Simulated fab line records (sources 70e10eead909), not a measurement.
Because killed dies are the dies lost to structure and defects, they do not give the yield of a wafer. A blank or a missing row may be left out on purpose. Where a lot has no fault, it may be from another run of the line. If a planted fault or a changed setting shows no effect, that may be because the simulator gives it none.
What tool caused it? :: flow nand-harc :: Sampling: 12 lots, 36 wafers, 5 of 1159 route steps

## WHAT THE GAUGES SHOWED, per wafer
NHARC_END_SORT_01. Usual: killed-at-array 28, standard deviation 10; killed-at-other 0.5, standard deviation 0.82; killed-at-periphery 3.4, standard deviation 2.2; killed-dies 31, standard deviation 10; killed-open 3.4, standard deviation 1.9; killed-short 1.9, standard deviation 1.3.
lot: L968
measured: day 24 22:44
on: prober-02
killed-at-array: 674 671 673
killed-at-other: 1 3 2
killed-at-periphery: 2 3 2
killed-dies: 677 677 677
killed-open: 3 2 5
killed-short: 2 3 1
flag: OFF

lot: L970
measured: day 25 00:58
on: prober-01
killed-at-array: 670 676 672
killed-at-other: 2 0 2
killed-at-periphery: 5 1 3
killed-dies: 677 677 677
killed-open: 6 2 5
killed-short: 3 3 1
flag: OFF

## WHAT TOOL EACH LOT RAN ON (gives the tool, then ch and the chambers of the sampled wafers, and finally the start)
lot: L947
NHARC_A_STAIRCASE_TRIM_226: rie-diel-10 ch 1,2,3, day 11 11:19 or earlier
NHARC_A_STAIRCASE_ETCH_227: rie-diel-10 ch 1,2,3, day 11 11:19 or earlier
NHARC_A_STAIRCASE_DEP_259: pecvd-01 ch 0,1,2, day 11 11:19
NHARC_A_STAIRCASE_DESCUM_291: rie-diel-06 ch 1,2, day 11 12:05

lot: L949
NHARC_A_STAIRCASE_TRIM_226: rie-diel-02 ch 0,3, day 12 04:56 or earlier
NHARC_A_STAIRCASE_ETCH_227: rie-diel-02 ch 0,3, day 12 04:56 or earlier
NHARC_A_STAIRCASE_DEP_259: pecvd-01 ch 0,1,2, day 12 04:56
NHARC_A_STAIRCASE_DESCUM_291: rie-diel-10 ch 0,1,3, day 12 05:57

lot: L948
NHARC_A_STAIRCASE_TRIM_226: rie-diel-02 ch 0,2,3, day 12 09:37 or earlier
NHARC_A_STAIRCASE_ETCH_227: rie-diel-02 ch 0,3, day 12 09:37 or earlier
NHARC_A_STAIRCASE_DEP_259: pecvd-04 ch 1,2, day 12 09:37
NHARC_A_STAIRCASE_DESCUM_291: rie-diel-10 ch 0,2,3, day 12 10:35

lot: L953
NHARC_A_STAIRCASE_TRIM_226: rie-diel-06 ch 0,1,3, day 12 22:41 or earlier
NHARC_A_STAIRCASE_ETCH_227: rie-diel-06 ch 0,1,2, day 12 22:41 or earlier
NHARC_A_STAIRCASE_DEP_259: pecvd-03 ch 0,1,2, day 12 22:41
NHARC_A_STAIRCASE_DESCUM_291: rie-diel-10 ch 0,1,2, day 12 23:39

lot: L955
NHARC_A_STAIRCASE_TRIM_226: rie-diel-02 ch 1,2,3, day 13 20:17 or earlier
NHARC_A_STAIRCASE_ETCH_227: rie-diel-02 ch 1,2,3, day 13 20:17 or earlier
NHARC_A_STAIRCASE_DEP_259: pecvd-04 ch 0,1,2, day 13 20:17
NHARC_A_STAIRCASE_DESCUM_291: rie-diel-02 ch 0,1,2, day 13 21:12

lot: L957
NHARC_A_STAIRCASE_TRIM_226: rie-diel-02 ch 1,2,3, day 13 23:10 or earlier
NHARC_A_STAIRCASE_ETCH_227: rie-diel-02 ch 0,1,3, day 13 23:10 or earlier
NHARC_A_STAIRCASE_DEP_259: pecvd-04 ch 0,2, day 13 23:10
NHARC_A_STAIRCASE_DESCUM_291: rie-diel-10 ch 0,1,3, day 14 00:10

lot: L956
NHARC_A_STAIRCASE_TRIM_226: rie-diel-06 ch 0,1,3, day 14 03:01 or earlier
NHARC_A_STAIRCASE_ETCH_227: rie-diel-06 ch 0,1,3, day 14 03:01 or earlier
NHARC_A_STAIRCASE_DEP_259: pecvd-01 ch 0,1, day 14 03:01
NHARC_A_STAIRCASE_DESCUM_291: rie-diel-06 ch 0,1,2, day 14 04:02

lot: L958
NHARC_A_STAIRCASE_TRIM_226: rie-diel-02 ch 1,2,3, day 14 08:20 or earlier
NHARC_A_STAIRCASE_ETCH_227: rie-diel-02 ch 1,2, day 14 08:20 or earlier
NHARC_A_STAIRCASE_DEP_259: pecvd-04 ch 0,1, day 14 08:20
NHARC_A_STAIRCASE_DESCUM_291: rie-diel-02 ch 0,1, day 14 09:19

lot: L960
NHARC_A_STAIRCASE_TRIM_226: rie-diel-06 ch 2,3, day 14 17:46
NHARC_A_STAIRCASE_ETCH_227: rie-diel-06 ch 0,1, day 15 00:28 or earlier
NHARC_A_STAIRCASE_DEP_259: pecvd-03 ch 0,2, day 15 00:28
NHARC_A_STAIRCASE_DESCUM_291: rie-diel-06 ch 0,1,3, day 15 01:25

lot: L964
NHARC_A_STAIRCASE_TRIM_226: rie-diel-06 ch 0,1,2, day 15 11:27 or earlier
NHARC_A_STAIRCASE_ETCH_227: rie-diel-06 ch 0,1,3, day 15 11:27 or earlier
NHARC_A_STAIRCASE_DEP_259: pecvd-04 ch 1,2, day 15 11:27
NHARC_A_STAIRCASE_DESCUM_291: rie-diel-10 ch 1,2,3, day 15 12:27

lot: L968
NHARC_A_STAIRCASE_TRIM_226: rie-diel-02 ch 1,2, day 16 18:39 or earlier
NHARC_A_STAIRCASE_ETCH_227: rie-diel-02 ch 0,1, day 16 18:39 or earlier
NHARC_A_STAIRCASE_DEP_259: pecvd-01 ch 0,1, day 16 18:39
NHARC_A_STAIRCASE_DESCUM_291: rie-diel-10 ch 0,1,2, day 16 19:35

lot: L970
NHARC_A_STAIRCASE_TRIM_226: rie-diel-10 ch 0,3, day 17 06:28
NHARC_A_STAIRCASE_ETCH_227: rie-diel-10 ch 0,2,3, day 17 12:35 or earlier
NHARC_A_STAIRCASE_DEP_259: pecvd-04 ch 0,1,2, day 17 12:35
NHARC_A_STAIRCASE_DESCUM_291: rie-diel-02 ch 1,2,3, day 17 13:35
- NHARC_A_STAIRCASE_TRIM_226: chemistry O2, time 211.2 s.
- NHARC_A_STAIRCASE_ETCH_227: etches the open film in C4F8/O2, target depth 100 nm, time 40.5 s.
- NHARC_A_STAIRCASE_DEP_259: deposits SiON, target thk 30 nm.
- NHARC_A_STAIRCASE_DESCUM_291: chemistry O2, time 3 s.

## AS READ BY THE TOOLS THEMSELVES (means over the sampled wafers that have a number; for cases with no such wafer, the mark the record gives instead)
NHARC_A_STAIRCASE_TRIM_226. Usual: drypump-motor-current-A 5.9 A, standard deviation 0.41; mfc-ar-sccm 0.010 sccm, standard deviation 0.011; oes-product-au 1.000 a.u., standard deviation 0.0098; rf-vpp-V 57.8 V, standard deviation 0.89; showerhead-plenum-p-Torr 3.53 Torr, standard deviation 0.15; throttle-valve-pct 17.037 %, standard deviation 0.01.
lot: L947
tool: rie-diel-10
drypump-motor-current-A (A): 6.0
mfc-ar-sccm (sccm): 0.001
oes-product-au (a.u.): 1.004
rf-vpp-V (V): 57.7
showerhead-plenum-p-Torr (Torr): 3.57
throttle-valve-pct (%): 17.043
flag: 

lot: L949
tool: rie-diel-02
drypump-motor-current-A (A): 6.3
mfc-ar-sccm (sccm): 0.000
oes-product-au (a.u.): 0.993
rf-vpp-V (V): 58.6
showerhead-plenum-p-Torr (Torr): 3.50
throttle-valve-pct (%): 17.041
flag: 

lot: L948
tool: rie-diel-02
drypump-motor-current-A (A): 5.9
mfc-ar-sccm (sccm): 0.008
oes-product-au (a.u.): 0.998
rf-vpp-V (V): 57.2
showerhead-plenum-p-Torr (Torr): 3.47
throttle-valve-pct (%): 17.032
flag: 

lot: L953
tool: rie-diel-06
drypump-motor-current-A (A): 6.2
mfc-ar-sccm (sccm): 0.004
oes-product-au (a.u.): 0.998
rf-vpp-V (V): 57.9
showerhead-plenum-p-Torr (Torr): 3.66
throttle-valve-pct (%): 17.031
flag: 

lot: L955
tool: rie-diel-02
drypump-motor-current-A (A): 5.6
mfc-ar-sccm (sccm): 0.016
oes-product-au (a.u.): 1.006
rf-vpp-V (V): 57.0
showerhead-plenum-p-Torr (Torr): 3.48
throttle-valve-pct (%): 17.034
flag: 

lot: L957
tool: rie-diel-02
drypump-motor-current-A (A): 5.7
mfc-ar-sccm (sccm): 0.016
oes-product-au (a.u.): 0.994
rf-vpp-V (V): 57.9
showerhead-plenum-p-Torr (Torr): 3.48
throttle-valve-pct (%): 17.040
flag: 

lot: L956
tool: rie-diel-06
drypump-motor-current-A (A): 6.2
mfc-ar-sccm (sccm): 0.004
oes-product-au (a.u.): 1.000
rf-vpp-V (V): 57.8
showerhead-plenum-p-Torr (Torr): 3.65
throttle-valve-pct (%): 17.041
flag: 

lot: L958
tool: rie-diel-02
drypump-motor-current-A (A): 5.7
mfc-ar-sccm (sccm): 0.016
oes-product-au (a.u.): 0.998
rf-vpp-V (V): 57.7
showerhead-plenum-p-Torr (Torr): 3.48
throttle-valve-pct (%): 17.032
flag: 

lot: L960
tool: rie-diel-06
drypump-motor-current-A (A): 5.8
mfc-ar-sccm (sccm): 0.004
oes-product-au (a.u.): 1.021
rf-vpp-V (V): 57.9
showerhead-plenum-p-Torr (Torr): 3.64
throttle-valve-pct (%): 17.031
flag: 

lot: L964
tool: rie-diel-06
drypump-motor-current-A (A): 6.0
mfc-ar-sccm (sccm): 0.008
oes-product-au (a.u.): 1.007
rf-vpp-V (V): 58.5
showerhead-plenum-p-Torr (Torr): 3.61
throttle-valve-pct (%): 17.040
flag: 

lot: L968
tool: rie-diel-02
drypump-motor-current-A (A): 5.3
mfc-ar-sccm (sccm): 0.023
oes-product-au (a.u.): 1.003
rf-vpp-V (V): 57.0
showerhead-plenum-p-Torr (Torr): 3.43
throttle-valve-pct (%): 17.037
flag: 

lot: L970
tool: rie-diel-10
drypump-motor-current-A (A): 6.0
mfc-ar-sccm (sccm): 0.011
oes-product-au (a.u.): 0.999
rf-vpp-V (V): 59.2
showerhead-plenum-p-Torr (Torr): 3.77
throttle-valve-pct (%): 17.028
flag: 

NHARC_A_STAIRCASE_ETCH_227. Usual: oes-product-au 0.943 a.u., standard deviation 0.013; rf-vpp-V 896 V, standard deviation 5.8.
lot: L947
tool: rie-diel-10
oes-product-au (a.u.): 0.941
rf-vpp-V (V): 897
flag: 

lot: L949
tool: rie-diel-02
oes-product-au (a.u.): 0.925
rf-vpp-V (V): 893
flag: 

lot: L948
tool: rie-diel-02
oes-product-au (a.u.): 0.946
rf-vpp-V (V): 895
flag: 

lot: L953
tool: rie-diel-06
oes-product-au (a.u.): 0.941
rf-vpp-V (V): 900
flag: 

lot: L955
tool: rie-diel-02
oes-product-au (a.u.): 0.946
rf-vpp-V (V): 894
flag: 

lot: L957
tool: rie-diel-02
oes-product-au (a.u.): 0.941
rf-vpp-V (V): 893
flag: 

lot: L956
tool: rie-diel-06
oes-product-au (a.u.): 0.949
rf-vpp-V (V): 901
flag: 

lot: L958
tool: rie-diel-02
oes-product-au (a.u.): 0.933
rf-vpp-V (V): 892
flag: 

lot: L960
tool: rie-diel-06
oes-product-au (a.u.): 0.932
rf-vpp-V (V): 898
flag: 

lot: L964
tool: rie-diel-06
oes-product-au (a.u.): 0.949
rf-vpp-V (V): 900
flag: 

lot: L968
tool: rie-diel-02
oes-product-au (a.u.): 0.929
rf-vpp-V (V): 891
flag: 

lot: L970
tool: rie-diel-10
oes-product-au (a.u.): 0.923
rf-vpp-V (V): 903
flag: 

NHARC_A_STAIRCASE_DEP_259. Usual: chamber-pressure-Torr 3.500 Torr, standard deviation 0.0075; heater-power-outer-w 455 W, standard deviation 56; heater-power-w 745 W, standard deviation 72.
lot: L947
tool: pecvd-01
chamber-pressure-Torr (Torr): 3.500
heater-power-outer-w (W): 422
heater-power-w (W): 690
flag: 

lot: L949
tool: pecvd-01
chamber-pressure-Torr (Torr): 3.497
heater-power-outer-w (W): 438
heater-power-w (W): 724
flag: 

lot: L948
tool: pecvd-04
chamber-pressure-Torr (Torr): 3.491
heater-power-outer-w (W): 468
heater-power-w (W): 766
flag: 

lot: L953
tool: pecvd-03
chamber-pressure-Torr (Torr): 3.498
heater-power-outer-w (W): 469
heater-power-w (W): 767
flag: 

lot: L955
tool: pecvd-04
chamber-pressure-Torr (Torr): 3.510
heater-power-outer-w (W): 508
heater-power-w (W): 820
flag: 

lot: L957
tool: pecvd-04
chamber-pressure-Torr (Torr): 3.491
heater-power-outer-w (W): 469
heater-power-w (W): 777
flag: 

lot: L956
tool: pecvd-01
chamber-pressure-Torr (Torr): 3.499
heater-power-outer-w (W): 381
heater-power-w (W): 655
flag: 

lot: L958
tool: pecvd-04
chamber-pressure-Torr (Torr): 3.497
heater-power-outer-w (W): 537
heater-power-w (W): 845
flag: 

lot: L960
tool: pecvd-03
chamber-pressure-Torr (Torr): 3.508
heater-power-outer-w (W): 482
heater-power-w (W): 775
flag: 

lot: L964
tool: pecvd-04
chamber-pressure-Torr (Torr): 3.502
heater-power-outer-w (W): 444
heater-power-w (W): 749
flag: 

lot: L968
tool: pecvd-01
chamber-pressure-Torr (Torr): -
heater-power-outer-w (W): -
heater-power-w (W): -
flag: OFF

lot: L970
tool: pecvd-04
chamber-pressure-Torr (Torr): -
heater-power-outer-w (W): -
heater-power-w (W): -
flag: OFF

NHARC_A_STAIRCASE_DESCUM_291. Usual: drypump-motor-current-A 6.0 A, standard deviation 0.36; mfc-ar-sccm 0.009 sccm, standard deviation 0.012; oes-product-au 1.001 a.u., standard deviation 0.01; rf-vpp-V 57.9 V, standard deviation 0.87; showerhead-plenum-p-Torr 1.95 Torr, standard deviation 0.095; throttle-valve-pct 11.311 %, standard deviation 0.0098.
lot: L947
tool: rie-diel-06
drypump-motor-current-A (A): 5.8
mfc-ar-sccm (sccm): 0.012
oes-product-au (a.u.): 1.010
rf-vpp-V (V): 57.8
showerhead-plenum-p-Torr (Torr): 2.04
throttle-valve-pct (%): 11.311
flag: 

lot: L949
tool: rie-diel-10
drypump-motor-current-A (A): 5.9
mfc-ar-sccm (sccm): 0.011
oes-product-au (a.u.): 0.997
rf-vpp-V (V): 58.0
showerhead-plenum-p-Torr (Torr): 1.95
throttle-valve-pct (%): 11.309
flag: 

lot: L948
tool: rie-diel-10
drypump-motor-current-A (A): 6.2
mfc-ar-sccm (sccm): 0.011
oes-product-au (a.u.): 1.013
rf-vpp-V (V): 58.5
showerhead-plenum-p-Torr (Torr): 1.92
throttle-valve-pct (%): 11.312
flag: 

lot: L953
tool: rie-diel-10
drypump-motor-current-A (A): 6.1
mfc-ar-sccm (sccm): 0.010
oes-product-au (a.u.): 1.000
rf-vpp-V (V): 58.5
showerhead-plenum-p-Torr (Torr): 2.02
throttle-valve-pct (%): 11.311
flag: 

lot: L955
tool: rie-diel-02
drypump-motor-current-A (A): 5.6
mfc-ar-sccm (sccm): 0.016
oes-product-au (a.u.): 0.995
rf-vpp-V (V): 57.4
showerhead-plenum-p-Torr (Torr): 1.85
throttle-valve-pct (%): 11.305
flag: 

lot: L957
tool: rie-diel-10
drypump-motor-current-A (A): 5.9
mfc-ar-sccm (sccm): 0.011
oes-product-au (a.u.): 1.003
rf-vpp-V (V): 57.1
showerhead-plenum-p-Torr (Torr): 1.95
throttle-valve-pct (%): 11.311
flag: 

lot: L956
tool: rie-diel-06
drypump-motor-current-A (A): 6.0
mfc-ar-sccm (sccm): 0.008
oes-product-au (a.u.): 1.006
rf-vpp-V (V): 57.5
showerhead-plenum-p-Torr (Torr): 1.97
throttle-valve-pct (%): 11.305
flag: 

lot: L958
tool: rie-diel-02
drypump-motor-current-A (A): 5.8
mfc-ar-sccm (sccm): 0.007
oes-product-au (a.u.): 0.997
rf-vpp-V (V): 56.9
showerhead-plenum-p-Torr (Torr): 1.83
throttle-valve-pct (%): 11.315
flag: 

lot: L960
tool: rie-diel-06
drypump-motor-current-A (A): 6.1
mfc-ar-sccm (sccm): 0.004
oes-product-au (a.u.): 1.007
rf-vpp-V (V): 57.7
showerhead-plenum-p-Torr (Torr): 1.98
throttle-valve-pct (%): 11.317
flag: 

lot: L964
tool: rie-diel-10
drypump-motor-current-A (A): 6.0
mfc-ar-sccm (sccm): 0.001
oes-product-au (a.u.): 1.005
rf-vpp-V (V): 58.0
showerhead-plenum-p-Torr (Torr): 1.93
throttle-valve-pct (%): 11.310
flag: 

lot: L968
tool: rie-diel-10
drypump-motor-current-A (A): 6.1
mfc-ar-sccm (sccm): 0.010
oes-product-au (a.u.): 0.996
rf-vpp-V (V): 58.1
showerhead-plenum-p-Torr (Torr): 2.01
throttle-valve-pct (%): 11.305
flag: 

lot: L970
tool: rie-diel-02
drypump-motor-current-A (A): 5.6
mfc-ar-sccm (sccm): 0.016
oes-product-au (a.u.): 1.006
rf-vpp-V (V): 56.9
showerhead-plenum-p-Torr (Torr): 1.88
throttle-valve-pct (%): 11.309
flag: 

## THE ANSWER, worked out from the rows above alone
Rule: take the mean of a lot's wafers that have a number; if it is more than 3 standard deviations from the usual mean, the lot is off. A lot without any number at a reading at which 4 lots or more have one is off too. The other lots that the step has rows for count as sound. First the gauges in route order, then the tools' own readings, where a lot's mean is used as printed above. At the first step where some lot is off, the reading lying furthest off is the one used; lots without a number count as furthest.
Off, at NHARC_END_SORT_01 on killed-dies: L968, L970. Neither off nor sound, because the step has no rows for them: L947, L949, L948, L953, L955, L957, L956, L958, L960, L964.
A tool fits if, at a process step before that reading, it ran every lot that is off, and no sound lot after the first of them. Not tried: the gauges at NHARC_END_SORT_01; whatever is off there is also off at NHARC_A_STAIRCASE_DEP_259, on other tools, and gauge error can't account for it. NHARC_A_STAIRCASE_TRIM_226: start missing for some lots; hours and lot order therefore follow NHARC_A_STAIRCASE_DEP_259. NHARC_A_STAIRCASE_ETCH_227: start missing for some lots; hours and lot order therefore follow NHARC_A_STAIRCASE_DEP_259. Of those tried, none fits.

## WHAT THE SIMULATOR HAD INSERTED
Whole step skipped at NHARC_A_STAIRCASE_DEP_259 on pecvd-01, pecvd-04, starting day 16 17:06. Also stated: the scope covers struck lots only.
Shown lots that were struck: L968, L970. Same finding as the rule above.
